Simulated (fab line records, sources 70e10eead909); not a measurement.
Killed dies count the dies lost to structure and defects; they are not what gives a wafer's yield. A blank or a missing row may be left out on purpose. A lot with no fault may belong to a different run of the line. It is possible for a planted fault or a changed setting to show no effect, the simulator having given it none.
fab line records | flow nand_harc
record lots=11 | wafers=33 | last_day=34
route steps=1302 shown A_CONTACT@1009
lots untouched by any fault: they come from a run of this same line in which no faults occurred
start_h: start of the lot's first displayed wafer, in hours after the record's first day | wait_h: hours since the lot's step before | " identical to the entry in the row above | L1.1+2: several wafers, shown together as one row | - no value present, or no start provided | * or withheld: withheld | < > ~ a bound
route shown NAME@n: a module of which the file shows steps, and the number in the route of the first | usual: the fault-free wafers' mean and standard deviation | same: alike in all rows | chamber/n: place in a boat | sites: readings site by site | _std_site: their standard deviation | _edge_site: mean of outer sites minus mean of inner sites | radius_mm: how far each site lies from the wafer's centre | mask NAME#n: copy n | behind: tool/chamber where the wafer was last shaped | hold: why the lot was held/for how many hours/how that ended | device: whichever transistor did not switch (one of n, p or np) | end of line: at the end of the route, the tests of the same wafers | where a step has no rows: the recipe by itself | killed: not the wafer's yield, but the dies lost to structure and defects at the first sort | map: shows each die of a wafer: x if killed, . if not, _ if none is there
set.NAME: the setting as run; set.NAME@STEP: as run at that earlier step | model.NAME: the simulator's own value behind a step, which no gauge read
one table for each step of the route and one row for each wafer, over a sample of lots
services: when a tool's chamber went out of use (start_h, in hours from the record's first day, below 0 if earlier), for how many hours, and the reason
## steps
# step NHARC_A_CONTACT_ETCH_115
# recipe source_w=withheld | pressure_mtorr=20 | bias_v=3000 | time_s=190 | target_depth_a=18500 | ar_flow_sccm=withheld | c4f8_flow_sccm=withheld | o2_flow_sccm=withheld | chemistry=C4F8/O2/Ar
# usual chamber_pressure_mTorr=20.001/0.017 | oes_air_line_au=0.999/0.02
lot.wafer | tool            | chamber | start_h | wait_h | chamber_pressure_mTorr | oes_air_line_au | rf_hours_counter_h
L743.2    | har_cap_etch-01 | 0       | 497.20  | 0.1    | 19.975                 | 1.008           | 131
L743.4    | "               | 0       | "       | "      | 20.014                 | 1.011           | -
L743.5    | "               | 1       | "       | "      | 19.988                 | 1.009           | -
L746.2    | har_cap_etch-03 | 0       | 515.78  | 0.1    | 20.021                 | 1.016           | 42
L746.4    | "               | 1       | "       | "      | 20.013                 | 0.976           | -
L746.6    | "               | 1       | "       | "      | 20.027                 | 1.007           | -
L747.2    | har_cap_etch-03 | 0       | 530.15  | 0.1    | 20.005                 | 1.020           | 47
L747.3    | "               | 0       | "       | "      | 20.003                 | 0.966           | -
L747.6    | "               | 0       | "       | "      | 19.976                 | 1.004           | -
L749.4    | har_cap_etch-02 | 1       | 553.50  | 0.1    | 19.991                 | 0.971           | -
L749.3    | "               | 0       | "       | "      | 20.014                 | 0.997           | -
L749.6    | "               | 1       | "       | "      | 20.033                 | 0.979           | -
L748.2    | har_cap_etch-03 | 1       | 566.51  | 0.1    | 20.004                 | 0.997           | 52
L748.4    | "               | 1       | "       | "      | 19.968                 | 0.969           | -
L748.6    | "               | 0       | "       | "      | 20.024                 | 0.998           | -
L751.2    | har_cap_etch-02 | 1       | 573.74  | 0.2    | 20.015                 | 0.995           | 95
L751.6    | "               | 1       | "       | "      | 20.008                 | 0.993           | -
L751.5    | "               | 0       | "       | "      | 20.018                 | 0.992           | -
L756.3    | har_cap_etch-01 | 1       | 605.78  | 0.1    | 19.975                 | 1.023           | -
L756.5    | "               | 1       | "       | "      | 20.027                 | 0.998           | -
L756.6    | "               | 0       | "       | "      | 20.000                 | 0.996           | -
L757.3    | har_cap_etch-01 | 0       | 628.28  | 0.1    | 19.987                 | 1.032           | -
L757.4    | "               | 1       | "       | "      | 20.013                 | 0.980           | -
L757.6    | "               | 0       | "       | "      | 20.007                 | 1.019           | -
L762.2    | har_cap_etch-02 | 0       | 691.13  | 0.1    | 20.018                 | 0.984           | 117
L762.4    | "               | 0       | "       | "      | 19.999                 | 1.002           | -
L762.3    | "               | 1       | "       | "      | 19.970                 | 1.008           | -
L764.2    | har_cap_etch-01 | 0       | 717.34  | 0.1    | 20.002                 | 1.026           | 35
L764.1    | "               | 1       | "       | "      | 20.008                 | 0.967           | 35
L764.5    | "               | 1       | "       | "      | 20.022                 | 0.980           | -
L763.2    | har_cap_etch-03 | 0       | 725.83  | 0.1    | 19.989                 | 0.990           | 78
L763.1    | "               | 1       | "       | "      | 20.010                 | 0.984           | 78
L763.5    | "               | 0       | "       | "      | 19.997                 | 0.980           | -
# step NHARC_A_CONTACT_ETCH_116
# recipe source_w=withheld | pressure_mtorr=20 | bias_v=3000 | time_s=190 | target_depth_a=18500 | ar_flow_sccm=withheld | c4f8_flow_sccm=withheld | o2_flow_sccm=withheld | chemistry=C4F8/O2/Ar
# usual chamber_pressure_mTorr=20.000/0.02 | oes_air_line_au=0.999/0.02
lot.wafer | tool            | chamber | start_h | wait_h | chamber_pressure_mTorr | oes_air_line_au | rf_hours_counter_h
L743.2    | har_cap_etch-01 | 0       | 497.37  | 0.1    | 20.016                 | 1.010           | 131
L743.4    | "               | 0       | "       | "      | 19.974                 | 0.988           | -
L743.5    | "               | 1       | "       | "      | 20.027                 | 1.008           | -
L746.2    | har_cap_etch-03 | 0       | 515.95  | 0.1    | 19.989                 | 1.022           | 43
L746.4    | "               | 1       | "       | "      | 19.994                 | 0.989           | -
L746.6    | "               | 1       | "       | "      | 19.991                 | 0.974           | -
L747.2    | har_cap_etch-03 | 0       | 530.32  | 0.1    | 19.978                 | 1.035           | 47
L747.3    | "               | 0       | "       | "      | 19.997                 | 1.006           | -
L747.6    | "               | 0       | "       | "      | 19.976                 | 0.981           | -
L749.4    | har_cap_etch-02 | 1       | 553.67  | 0.1    | 20.001                 | 0.992           | -
L749.3    | "               | 0       | "       | "      | 20.008                 | 0.959           | -
L749.6    | "               | 1       | "       | "      | 20.007                 | 0.979           | -
L748.2    | har_cap_etch-03 | 1       | 566.68  | 0.1    | 20.015                 | 1.004           | 52
L748.4    | "               | 1       | "       | "      | 19.991                 | 0.975           | -
L748.6    | "               | 0       | "       | "      | 19.999                 | 1.022           | -
L751.2    | har_cap_etch-02 | 1       | 573.96  | 0.2    | 19.986                 | 0.987           | 95
L751.6    | "               | 1       | "       | "      | 19.998                 | 1.018           | -
L751.5    | "               | 0       | "       | "      | 20.021                 | 1.006           | -
L756.3    | har_cap_etch-01 | 1       | 605.96  | 0.1    | 19.968                 | 1.032           | -
L756.5    | "               | 1       | "       | "      | 20.016                 | 0.988           | -
L756.6    | "               | 0       | "       | "      | 20.016                 | 0.993           | -
L757.3    | har_cap_etch-01 | 0       | 628.45  | 0.1    | 19.994                 | 0.995           | -
L757.4    | "               | 1       | "       | "      | 20.019                 | 1.057           | -
L757.6    | "               | 0       | "       | "      | 19.978                 | 0.961           | -
L762.2    | har_cap_etch-02 | 0       | 691.30  | 0.1    | 19.986                 | 0.989           | 117
L762.4    | "               | 0       | "       | "      | 19.995                 | 0.998           | -
L762.3    | "               | 1       | "       | "      | 19.974                 | 1.018           | -
L764.2    | har_cap_etch-01 | 0       | 717.51  | 0.1    | 20.007                 | 0.986           | 35
L764.1    | "               | 1       | "       | "      | 19.989                 | 1.011           | 35
L764.5    | "               | 1       | "       | "      | 20.000                 | 1.006           | -
L763.2    | har_cap_etch-03 | 0       | 726.00  | 0.1    | 20.059                 | 1.007           | 78
L763.1    | "               | 1       | "       | "      | 19.987                 | 1.009           | 78
L763.5    | "               | 0       | "       | "      | 19.982                 | 0.985           | -
# step NHARC_A_CONTACT_ETCH_123
# recipe source_w=withheld | pressure_mtorr=20 | bias_v=400 | time_s=490 | target_depth_a=21100 | ar_flow_sccm=withheld | c4f8_flow_sccm=11.5 | o2_flow_sccm=7.2 | chemistry=C4F8/O2/Ar
# usual chamber_pressure_mTorr=19.999/0.02 | oes_air_line_au=1.000/0.019
lot.wafer | tool            | chamber | start_h | wait_h | chamber_pressure_mTorr | oes_air_line_au | rf_hours_counter_h
L743.2    | har_cap_etch-01 | 0       | 498.57  | 0.1    | 20.026                 | 1.004           | 132
L743.4    | "               | 0       | "       | "      | 19.989                 | 1.007           | -
L743.5    | "               | 1       | "       | "      | 20.017                 | 1.000           | -
L746.2    | har_cap_etch-03 | 0       | 517.15  | 0.1    | 19.997                 | 1.023           | 44
L746.4    | "               | 1       | "       | "      | 19.976                 | 0.982           | -
L746.6    | "               | 1       | "       | "      | 20.017                 | 1.010           | -
L747.2    | har_cap_etch-03 | 0       | 531.52  | 0.1    | 19.996                 | 0.995           | 48
L747.3    | "               | 0       | "       | "      | 19.955                 | 1.021           | -
L747.6    | "               | 0       | "       | "      | 19.987                 | 0.995           | -
L749.4    | har_cap_etch-02 | 1       | 554.97  | 0.3    | 19.986                 | 1.007           | -
L749.3    | "               | 0       | "       | "      | 19.984                 | 0.993           | -
L749.6    | "               | 1       | "       | "      | 20.012                 | 0.991           | -
L748.2    | har_cap_etch-03 | 1       | 567.87  | 0.1    | 20.002                 | 0.982           | 53
L748.4    | "               | 1       | "       | "      | 20.006                 | 0.969           | -
L748.6    | "               | 0       | "       | "      | 20.013                 | 1.016           | -
L751.2    | har_cap_etch-02 | 1       | 575.56  | 0.2    | 19.990                 | 0.968           | 97
L751.6    | "               | 1       | "       | "      | 20.014                 | 0.961           | -
L751.5    | "               | 0       | "       | "      | 19.992                 | 1.011           | -
L756.3    | har_cap_etch-01 | 1       | 607.27  | 0.3    | 19.978                 | 0.998           | -
L756.5    | "               | 1       | "       | "      | 20.014                 | 0.973           | -
L756.6    | "               | 0       | "       | "      | 19.994                 | 0.979           | -
L757.3    | har_cap_etch-01 | 0       | 629.77  | 0.3    | 19.991                 | 0.988           | -
L757.4    | "               | 1       | "       | "      | 20.015                 | 0.986           | -
L757.6    | "               | 0       | "       | "      | 19.981                 | 0.995           | -
L762.2    | har_cap_etch-02 | 0       | 692.49  | 0.1    | 19.993                 | 1.016           | 119
L762.4    | "               | 0       | "       | "      | 20.013                 | 0.997           | -
L762.3    | "               | 1       | "       | "      | 20.010                 | 1.016           | -
L764.2    | har_cap_etch-01 | 0       | 718.71  | 0.1    | 19.978                 | 1.011           | 36
L764.1    | "               | 1       | "       | "      | 19.983                 | 1.038           | 36
L764.5    | "               | 1       | "       | "      | 20.007                 | 0.991           | -
L763.2    | har_cap_etch-03 | 0       | 727.19  | 0.1    | 20.002                 | 1.021           | 79
L763.1    | "               | 1       | "       | "      | 19.985                 | 1.014           | 79
L763.5    | "               | 0       | "       | "      | 20.011                 | 1.024           | -
# step NHARC_A_CONTACT_ETCH_102
# recipe target_depth_a=1000 | overetch_a=100 | time_s=55 | ion_energy_ev=100 | cf4_flow_sccm=80 | o2_flow_sccm=20 | ar_flow_sccm=0 | rf_w=300 | bias_w=100 | chemistry=CF4/O2
# usual bias_w=100.0/0.3 | cf4_flow_sccm=79.98/0.25 | chamber_pressure_mTorr=30.001/0.027 | drypump_motor_current_A=5.5/0.42 | oes_ar_750_au=1.000/0.0044 | oes_product_au=1.001/0.01 | rf_fwd_power_W=296.3/1.2 | rf_vpp_V=198.1/1.6 | showerhead_plenum_p_Torr=1.35/0.065 | throttle_valve_pct=13.398/0.0088
lot.wafer | tool        | chamber | start_h | wait_h | bias_w | cf4_flow_sccm | chamber_pressure_mTorr | drypump_motor_current_A | oes_ar_750_au | oes_product_au | rf_fwd_power_W | rf_hours_counter_h | rf_vpp_V | showerhead_plenum_p_Torr | throttle_valve_pct
L743.4    | rie_diel-02 | 3       | 500.07  | 0.1    | 99.9   | 80.07         | 30.022                 | 6.1                     | 1.006         | 0.995          | 296.0          | 16                 | 198.0    | 1.39                     | 13.404
L743.2    | "           | 1       | "       | "      | 100.2  | 79.70         | 30.029                 | 5.0                     | 0.996         | 1.013          | 297.7          | 17                 | 199.1    | 1.38                     | 13.395
L743.5    | "           | 3       | "       | "      | 99.7   | 79.84         | 30.018                 | 6.1                     | 1.000         | 0.983          | 296.0          | -                  | 199.2    | 1.39                     | 13.383
L746.2    | rie_diel-02 | 1       | 518.63  | 0.1    | 99.7   | 79.97         | 29.983                 | 5.0                     | 1.003         | 1.020          | 297.3          | 21                 | 197.5    | 1.38                     | 13.417
L746.4    | "           | 3       | "       | "      | 99.8   | 80.58         | 29.951                 | 6.1                     | 1.000         | 0.986          | 295.6          | 20                 | 198.8    | 1.39                     | 13.401
L746.6    | "           | 1       | "       | "      | 99.8   | 79.82         | 29.965                 | 5.0                     | 1.004         | 1.024          | 295.8          | -                  | 198.8    | 1.38                     | 13.405
L747.3    | rie_diel-02 | 1       | 533.02  | 0.1    | 99.6   | 79.94         | 29.992                 | 5.0                     | 0.996         | 1.014          | 298.1          | 23                 | 198.1    | 1.38                     | 13.407
L747.2    | "           | 2       | "       | "      | 99.7   | 80.22         | 29.980                 | 5.3                     | 1.006         | 0.996          | 294.8          | 23                 | 196.2    | 1.24                     | 13.412
L747.6    | "           | 2       | "       | "      | 99.4   | 80.41         | 29.971                 | 5.3                     | 0.992         | 1.000          | 294.3          | -                  | 195.6    | 1.24                     | 13.398
L749.3    | rie_diel-02 | 0       | 556.37  | 0.1    | 100.5  | 79.80         | 30.091                 | 5.7                     | 0.995         | 1.001          | 297.2          | 24                 | 199.1    | 1.38                     | 13.386
L749.4    | "           | 2       | "       | "      | 100.4  | 80.27         | 30.027                 | 5.3                     | 0.992         | 0.983          | 294.9          | -                  | 194.7    | 1.24                     | 13.396
L749.6    | "           | 0       | "       | "      | 100.5  | 80.35         | 29.974                 | 5.7                     | 1.005         | 1.000          | 296.4          | -                  | 199.7    | 1.38                     | 13.405
L748.2    | rie_diel-04 | 0       | 569.37  | 0.1    | 100.3  | 80.21         | 30.025                 | 6.3                     | 1.000         | 1.004          | 293.8          | 9                  | 197.9    | 1.34                     | 13.402
L748.4    | "           | 1       | "       | "      | 100.1  | 79.78         | 29.966                 | 5.0                     | 1.001         | 1.001          | 298.0          | 7                  | 200.1    | 1.37                     | 13.394
L748.6    | "           | 0       | "       | "      | 100.5  | 80.26         | 30.007                 | 6.2                     | 1.007         | 1.010          | 295.4          | -                  | 198.0    | 1.34                     | 13.393
L751.2    | rie_diel-04 | 3       | 577.28  | 0.1    | 99.9   | 80.07         | 30.005                 | 5.1                     | 1.000         | 0.998          | 296.9          | 10                 | 195.1    | 1.25                     | 13.402
L751.5    | "           | 0       | "       | "      | 100.2  | 80.02         | 30.052                 | 6.3                     | 0.998         | 1.005          | 295.6          | -                  | 198.4    | 1.34                     | 13.397
L751.6    | "           | 1       | "       | "      | 100.0  | 80.09         | 30.014                 | 5.0                     | 1.002         | 1.013          | 296.2          | -                  | 199.8    | 1.37                     | 13.398
L756.3    | rie_diel-02 | 1       | 608.60  | 0.1    | -      | -             | -                      | -                       | -             | -              | -              | -                  | -        | -                        | -
L756.5    | "           | 3       | "       | "      | -      | -             | -                      | -                       | -             | -              | -              | -                  | -        | -                        | -
L756.6    | "           | 0       | "       | "      | -      | -             | -                      | -                       | -             | -              | -              | -                  | -        | -                        | -
L757.3    | rie_diel-02 | 3       | 631.09  | 0.0    | -      | -             | -                      | -                       | -             | -              | -              | -                  | -        | -                        | -
L757.4    | "           | 0       | "       | "      | -      | -             | -                      | -                       | -             | -              | -              | -                  | -        | -                        | -
L757.6    | "           | 3       | "       | "      | -      | -             | -                      | -                       | -             | -              | -              | -                  | -        | -                        | -
L762.3    | rie_diel-02 | 1       | 694.04  | 0.1    | 100.0  | 79.70         | 30.041                 | 5.0                     | 1.000         | 1.020          | 297.4          | 21                 | 197.3    | 1.37                     | 13.400
L762.4    | "           | 2       | "       | "      | 100.3  | 79.68         | 29.989                 | 5.3                     | 1.003         | 1.010          | 293.8          | 22                 | 196.1    | 1.24                     | 13.397
L762.2    | "           | 0       | "       | "      | 100.2  | 79.73         | 30.026                 | 5.7                     | 1.004         | 0.995          | 295.3          | 22                 | 198.0    | 1.37                     | 13.407
L764.2    | rie_diel-02 | 3       | 720.36  | 0.1    | 100.3  | 79.97         | 29.962                 | 6.1                     | 1.001         | 0.991          | 295.7          | 24                 | 198.5    | 1.38                     | 13.405
L764.1    | "           | 0       | "       | "      | 99.9   | 79.76         | 29.990                 | 5.7                     | 1.000         | 0.999          | 296.2          | 26                 | 198.0    | 1.37                     | 13.391
L764.5    | "           | 0       | "       | "      | 99.8   | 79.72         | 29.997                 | 5.7                     | 0.985         | 1.002          | 296.3          | -                  | 198.7    | 1.37                     | 13.389
L763.1    | rie_diel-02 | 2       | 728.70  | 0.1    | 100.5  | 79.87         | 29.974                 | 5.3                     | 0.997         | 1.001          | 295.4          | 27                 | 195.3    | 1.23                     | 13.399
L763.2    | "           | 3       | "       | "      | 100.6  | 80.42         | 29.993                 | 6.1                     | 0.997         | 0.991          | 294.5          | 25                 | 197.6    | 1.38                     | 13.396
L763.5    | "           | 1       | "       | "      | 100.1  | 79.82         | 30.021                 | 5.0                     | 0.998         | 1.003          | 295.7          | -                  | 198.2    | 1.37                     | 13.397
## services
tool            | chamber | start_h | hours | kind
rie_diel-02     | 0       | 476.49  | -     | clean
rie_diel-02     | 1       | 476.49  | -     | clean
rie_diel-02     | 2       | 476.49  | -     | clean
rie_diel-02     | 3       | 476.49  | -     | clean
rie_diel-04     | -       | 498.30  | 12.0  | repair
har_cap_etch-01 | -       | 499.09  | 17.0  | pm
har_cap_etch-01 | 0       | 499.09  | 17.0  | vent_cycle
har_cap_etch-01 | 1       | 499.09  | 17.0  | vent_cycle
rie_diel-02     | 0       | 500.99  | -     | clean
rie_diel-02     | 1       | 500.99  | -     | clean
rie_diel-02     | 2       | 500.99  | -     | clean
rie_diel-02     | 3       | 500.99  | -     | clean
har_cap_etch-01 | 0       | 516.09  | -     | clean
har_cap_etch-01 | 1       | 516.09  | -     | clean
har_cap_etch-01 | 1       | 516.09  | -     | consumable_replace:focus_ring
rie_diel-02     | 0       | 525.49  | -     | clean
rie_diel-04     | -       | 534.05  | 9.0   | pm
rie_diel-02     | 3       | 551.85  | 5.3   | repair
rie_diel-02     | -       | 557.88  | 4.4   | repair
rie_diel-02     | -       | 570.94  | 9.0   | pm
rie_diel-04     | 2       | 576.56  | 16.1  | repair
rie_diel-04     | 3       | 579.03  | 10.9  | repair
har_cap_etch-03 | -       | 636.97  | 0.3   | repair
rie_diel-04     | -       | 711.43  | 9.0   | pm
## key
first_sign step=NHARC_A_CONTACT_ETCH_102 | reading=tool_record | direction=missing
effect none on later readings
met_at NHARC_A_CONTACT_ETCH_102
struck_lots L756,L757
tester_left_out L756,L757
not_acting_at NHARC_A_CONTACT_ETCH_115,NHARC_A_CONTACT_ETCH_116,NHARC_A_CONTACT_ETCH_123
onset_between 556.37 608.60
fault kind=skipped_step_whole | tool=rie_diel-02 | chamber=- | onset_h=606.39 | steps=NHARC_A_CONTACT_ETCH_102 | scope=struck_lots_only
# tester_left_out: of these lots the tester's yield and bins aren't shown, on N5 and GAA mostly nor the transistor test; their killed dies are dies lost to structure and defects alone, not to doping, threshold or leakage, so they don't give the yield
